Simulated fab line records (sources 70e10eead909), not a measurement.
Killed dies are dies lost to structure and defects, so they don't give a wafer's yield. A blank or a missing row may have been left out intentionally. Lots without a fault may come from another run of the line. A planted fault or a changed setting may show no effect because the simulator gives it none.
Which tool did it? + flow nand-harc + Sampling: 12 lots, 36 wafers, 4 of 1302 route steps

WHAT THE GAUGES SHOWED, per wafer
NHARC_A_CONTACT_CD_MEAS_08: target cd 200 nm.
| lot  | measured     | on        | cd-nm (nm)        |
|------|--------------|-----------|-------------------|
| L076 | day 22 20:59 | cd-sem-01 | 199.8 199.6 199.7 |
| L078 | day 23 18:05 | cd-sem-01 | 200.2 199.9 200.3 |
| L081 | day 25 08:44 | cd-sem-01 | 199.6 200.4 199.9 |
| L080 | day 25 14:52 | cd-sem-01 | 199.8 199.6 200.2 |
| L083 | day 26 03:31 | cd-sem-03 | 200.2 199.9 200.6 |
| L085 | day 27 00:58 | cd-sem-01 | 199.7 200.6 200.1 |
| L087 | day 28 01:49 | cd-sem-01 | 199.6 199.4 199.4 |
| L089 | day 28 08:27 | cd-sem-01 | 200.5 199.4 199.4 |
| L092 | day 28 20:57 | cd-sem-03 | 200.5 199.7 200.1 |
| L093 | day 29 20:59 | cd-sem-02 | 200.6 201.1 201.4 |
| L096 | day 31 08:26 | cd-sem-02 | 200.2 200.5 200.2 |
| L097 | day 31 16:08 | cd-sem-01 | 200.6 200.5 200.1 |

EACH LOT AND THE TOOL THAT RAN IT (in order: tool; ch and the chambers of the sampled wafers; start)
| lot  | NHARC_A_CONTACT_ETCH_124             | NHARC_A_CONTACT_ETCH_128             | NHARC_A_CONTACT_ETCH_132             |
|------|--------------------------------------|--------------------------------------|--------------------------------------|
| L076 | har-cap-etch-01 ch 0,1, day 22 14:49 | har-cap-etch-01 ch 0,1, day 22 15:32 | har-cap-etch-01 ch 0,1, day 22 16:14 |
| L078 | har-cap-etch-02 ch 0,1, day 23 09:48 | har-cap-etch-02 ch 0,1, day 23 10:32 | har-cap-etch-02 ch 0,1, day 23 11:14 |
| L081 | har-cap-etch-02 ch 0,1, day 24 21:59 | har-cap-etch-02 ch 0,1, day 24 22:43 | har-cap-etch-02 ch 0,1, day 24 23:25 |
| L080 | har-cap-etch-01 ch 0,1, day 25 06:46 | har-cap-etch-01 ch 0,1, day 25 07:29 | har-cap-etch-01 ch 0,1, day 25 08:12 |
| L083 | har-cap-etch-01 ch 0,1, day 25 20:30 | har-cap-etch-01 ch 0,1, day 25 21:14 | har-cap-etch-01 ch 0,1, day 25 21:56 |
| L085 | har-cap-etch-03 ch 0,1, day 26 18:39 | har-cap-etch-03 ch 0,1, day 26 19:23 | har-cap-etch-03 ch 0,1, day 26 20:05 |
| L087 | har-cap-etch-01 ch 0,1, day 27 18:57 | har-cap-etch-01 ch 0,1, day 27 19:41 | har-cap-etch-01 ch 0,1, day 27 20:23 |
| L089 | har-cap-etch-01 ch 0,1, day 28 01:50 | har-cap-etch-01 ch 0,1, day 28 02:33 | har-cap-etch-01 ch 0,1, day 28 03:16 |
| L092 | har-cap-etch-03 ch 0,1, day 28 14:21 | har-cap-etch-03 ch 0,1, day 28 15:05 | har-cap-etch-03 ch 0,1, day 28 15:47 |
| L093 | har-cap-etch-03 ch 0,1, day 29 15:01 | har-cap-etch-03 ch 0,1, day 29 15:44 | har-cap-etch-03 ch 0,1, day 29 16:27 |
| L096 | har-cap-etch-01 ch 0,1, day 31 01:25 | har-cap-etch-01 ch 0,1, day 31 02:09 | har-cap-etch-01 ch 0,1, day 31 02:52 |
| L097 | har-cap-etch-01 ch 1, day 31 09:15   | har-cap-etch-01 ch 1, day 31 10:26   | har-cap-etch-01 ch 1, day 31 11:08   |
- NHARC_A_CONTACT_ETCH_124: etches the open film in C4F8/O2/Ar, time 140 s, target depth 700 nm.
- NHARC_A_CONTACT_ETCH_128: etches the open film in C4F8/O2/Ar, time 197 s, target depth 1918 nm.
- NHARC_A_CONTACT_ETCH_132: etches the open film in C4F8/O2/Ar, time 197 s, target depth 1924 nm.

THE ANSWER, worked out from the rows above alone
Rule: what is usual is taken from the lots themselves. Put in order of their means at a reading, lots are off if they are a third of the lots or fewer, leave a main group of 4 or more, and stand apart from it by a gap of 3 or more times the standard deviation of the main group's means; of several such gaps the widest counts. The tables above print the reading to a certain number of digits; a main group whose means all agree to those digits is not used. A lot without any number at a reading at which 4 lots or more have one is off too. The other lots that the step has rows for count as sound.
No lot is off on any of the readings shown, so nothing can be concluded from this.

WHAT WAS PUT IN BY THE SIMULATOR
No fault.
